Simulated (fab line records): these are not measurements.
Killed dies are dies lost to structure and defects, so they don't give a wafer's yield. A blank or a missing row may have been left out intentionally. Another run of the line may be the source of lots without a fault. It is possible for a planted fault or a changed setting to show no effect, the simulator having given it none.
Code-filled problem report in 8D (eight disciplines) form || flow nandHarc || the parts of the form that need people (team, actions taken, sign-off) are left out

1. PROBLEM STATEMENT
Wafers without a fault read 100.1 nm, standard deviation 0.71; cdNm at NHARC_A_CHANNEL_HOLE_D1_CD_MEAS_10 reads a mean of 92.0 nm on 6 wafers belonging to 2 lots. Measured from the usual mean, that is -11 standard deviations.
The step: target cd 100 nm.
Seen first at day 10 05:58 on cdSem-01, wafer L980.1. The record holds 30 wafers of 10 lots with a number at this step. Rule for "out" (also "out of limits"): further than 4 standard deviations from the usual mean. The rest of the wafers with a number are treated as sound.

2. WHAT IT IS, WHAT IT ISN'T
{"question": "which readings at this step", "is": "cdNm", "is not": "-"}
{"question": "which lots", "is": "L980, L983", "is not": "L972, L973, L974, L975, L989, L991, L992, L993"}
{"question": "which wafers of those lots", "is": "all that have a number", "is not": "-"}
{"question": "read on which gauges", "is": "cdSem-01, cdSem-02", "is not": "cdSem-03"}
{"question": "when", "is": "from day 10 05:58", "is not": "up to then (12 sound wafers); but 12 sound wafers of L989, L991, L992, L993 came after"}

3. THE SUSPECTS, EACH WITH WHAT RULES IT OUT
Counting: a tool at any process step up to the reading remains a suspect when it ran all the lots that are out and ran no sound lot after the first of those.
- ruled out: the gauge at NHARC_A_CHANNEL_HOLE_D1_CD_MEAS_10. Those wafers that are out were read across 2 gauges (cdSem-01, cdSem-02).
- arfiScanner-01 at NHARC_A_CHANNEL_HOLE_D1_EXPOSE_07 (exposes mask HOLE D1, target cd 100 nm): kept. All lots that are out passed through it, beginning with L980 at day 10 05:50, and no sound lot followed; its final sound lot before that point was L974 at day 8 19:58. Its own exposureDoseMJCm2 readings are out on those wafers.
After counting, what remains is arfiScanner-01 at NHARC_A_CHANNEL_HOLE_D1_EXPOSE_07.

4. THE CAUSE (what the simulator had put in)
Drift in process parameters on arfiScanner-01 at NHARC_A_CHANNEL_HOLE_D1_EXPOSE_07, starting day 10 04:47. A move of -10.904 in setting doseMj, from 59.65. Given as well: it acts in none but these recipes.
After counting, this tool was the only one left.

5. SEQUENCE OF EFFECTS, ordered by route
One row per reading whose mean, taken over the struck wafers that have a number, lies over 3 standard deviations from the usual. Readings are gone through only where the record gives a usual standard deviation; hours: the median, over the lots, of the time from a lot's start at the first step in this table giving one to that lot's start at this step; sigmas: the change measured in usual standard deviations.
{"hours": 0, "step": "NHARC_A_CHANNEL_HOLE_D1_EXPOSE_07", "reading": "exposureDoseMJCm2", "usual": 59.63, "on struck wafers": 50.61, "change": -9.02, "sigmas": "-99 or more"}
{"hours": 0, "step": "NHARC_A_CHANNEL_HOLE_D1_CD_MEAS_10", "reading": "cdNm", "usual": "100.1 nm", "on struck wafers": 92.0, "change": -8.0, "sigmas": -11}
{"hours": 10, "step": "NHARC_A_CHANNEL_HOLE_D1_CD_MEAS_30", "reading": "cdNm", "usual": "89.7 nm", "on struck wafers": 81.0, "change": -8.7, "sigmas": -4.1}
{"hours": 10, "step": "NHARC_A_CHANNEL_HOLE_D1_XSEM_31", "reading": "botCdNm", "usual": "74.2 nm", "on struck wafers": 65.5, "change": -8.7, "sigmas": -4.0}
Here are the process steps it includes:
- NHARC_A_CHANNEL_HOLE_D1_EXPOSE_07: exposes mask HOLE D1, target cd 100 nm.
- NHARC_A_CHANNEL_HOLE_D1_XSEM_31
Later steps that measure or inspect, where all struck wafers having a row at the step show a number for every such reading and not one has moved that far: NHARC_A_CHANNEL_HOLE_D1_CD_MEAS_18, NHARC_END_SORT_01.

6. WHAT WOULD HAVE CAUGHT IT SOONER
In this record the first reading out of limits at a measuring or inspecting step was taken at day 10 05:58, 1 hour after the fault began at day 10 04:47.
At NHARC_A_CHANNEL_HOLE_D1_EXPOSE_07, the tool's own readings (exposureDoseMJCm2) were out on each struck wafer the step has a row for, so an alarm limit on them would have fired on the first such wafer.
Lots out: 2; of these, L983 started NHARC_A_CHANNEL_HOLE_D1_EXPOSE_07 on arfiScanner-01 after day 10 05:58. Had the tool been put on hold then, it would have been spared.
